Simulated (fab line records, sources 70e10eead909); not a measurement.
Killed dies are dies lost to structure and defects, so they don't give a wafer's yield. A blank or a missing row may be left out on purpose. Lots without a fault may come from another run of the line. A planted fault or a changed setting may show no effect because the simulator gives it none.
A struck lot beside a sound one | flow nand_harc | 13 steps out of a route of 1159
Sound: wafers L256.2, L256.3, L256.5. Struck: wafer L261.4. (L261.1, L261.2 of the same lot were not struck and are left out.) The cause comes at the end.
At each step with rows: each side's tool, then ch and its chambers, then its first start. Under that, the readings that differ: sound wafers | struck wafers | difference of the means | sigmas: that difference in standard deviations of wafers without a fault.
alike: readings whose means differ by less than 2 such deviations, and words and numbers that are the same on both sides. not compared: withheld readings, readings that some wafer has no value for, bounds like >300 that may hide the same value, and numbers for which the record gives no deviation and whose values overlap.
The two part at a step that has a row with sigmas, a row that says differs or no value, or rows on one side only. Numbers that don't overlap but have no deviation are shown without sigmas and don't part them. A reading that every wafer of one side lacks parts them only if that side has two wafers or more.

NHARC_A_WL_FILL_RTA_01: time 5 s.
  sound on rtp_anneal-01 ch 0, day 17 04:26; struck on rtp_anneal-01 ch 0, day 17 19:02
  alike: lamp_power_pct, lamp_zone_1_pct, lamp_zone_7_pct, wafer_temp_C_max
NHARC_A_WL_FILL_ALD_02: deposits TiN, target thk 2 nm, pulse time 3 s, ald cycles 100.
  sound on ald_metal-01 ch 1,2, day 17 04:37; struck on ald_metal-01 ch 0, day 17 19:16
  reading              | sound                | struck | difference | sigmas
  susceptor_temp_C (C) | 450.26 450.19 450.03 | 449.43 | -0.73      | -3
  alike: heater_power_w, precursor_pulse_height_rel
NHARC_A_WL_FILL_CVD_03: deposits W, target thk 40 nm, time 3302 s.
  sound on cvd_w-02 ch 1, day 17 07:37; struck on cvd_w-01 ch 1, day 17 23:49
  alike: heater_power_w, throttle_valve_pct
then, 2 steps without rows for these wafers: NHARC_A_WL_FILL_ETCHBACK_04 (etches the open film in NF3, target depth 60 nm, time 120 s); NHARC_A_WL_FILL_ETCHBACK_05 (etches the open film in Cl2/BCl3, target depth 22 nm, time 60 s).
NHARC_A_WL_FILL_STRIP_27: strips in N2/H2, time 20 s.
  sound on plasma_asher-01 ch 0,1, day 17 11:26; struck on plasma_asher-02 ch 0, day 18 03:32
  alike: drypump_motor_current_A, heater_power_w
  not compared: rf_hours_counter_h
then, 4 steps without rows for these wafers: NHARC_A_WL_FILL_STRIP_28 (strips in post etch residue remover, time 1200 s); NHARC_A_WL_FILL_PRECLEAN_06 (cleans in DIW, time 300 s); NHARC_A_WL_FILL_SRD_07; NHARC_A_WL_FILL_ANNEAL_08 (time 1800 s).
NHARC_A_WL_FILL_ALD_10: deposits SiO2, target thk 50 nm, pulse time 10 s, ald cycles 500.
  sound on ald_hk-03 ch 0,3, day 17 14:14; struck on ald_hk-02 ch 3, day 18 10:05
  reading              | sound                | struck | difference | sigmas
  susceptor_temp_C (C) | 300.27 299.87 299.84 | 292.44 | -7.55      | -40
  alike: heater_power_w, precursor_pulse_height_rel
NHARC_A_WL_FILL_ETCHBACK_16: etches the open film in C4F8/O2/Ar, target depth 88 nm, time 17.6 s.
  sound on rie_diel-11 ch 0,1; struck on rie_diel-01 ch 0
  alike: bias_w, oes_product_au, rf_vpp_V
  not compared: rf_hours_counter_h
-- the record jumps here: 4 days lie between the struck wafers' starts before and after (it left off in module A_WL_FILL and takes up again in module END, whose first step shown is number 1159 of the route) --
NHARC_END_SORT_01:
  the record has rows for the struck wafers here (prober-02 ch 0, day 22 07:59) and none for the sound ones

WHERE THEY PART
First at NHARC_A_WL_FILL_ALD_02; last, within this record, at NHARC_END_SORT_01.

WHY: what the simulator had put in
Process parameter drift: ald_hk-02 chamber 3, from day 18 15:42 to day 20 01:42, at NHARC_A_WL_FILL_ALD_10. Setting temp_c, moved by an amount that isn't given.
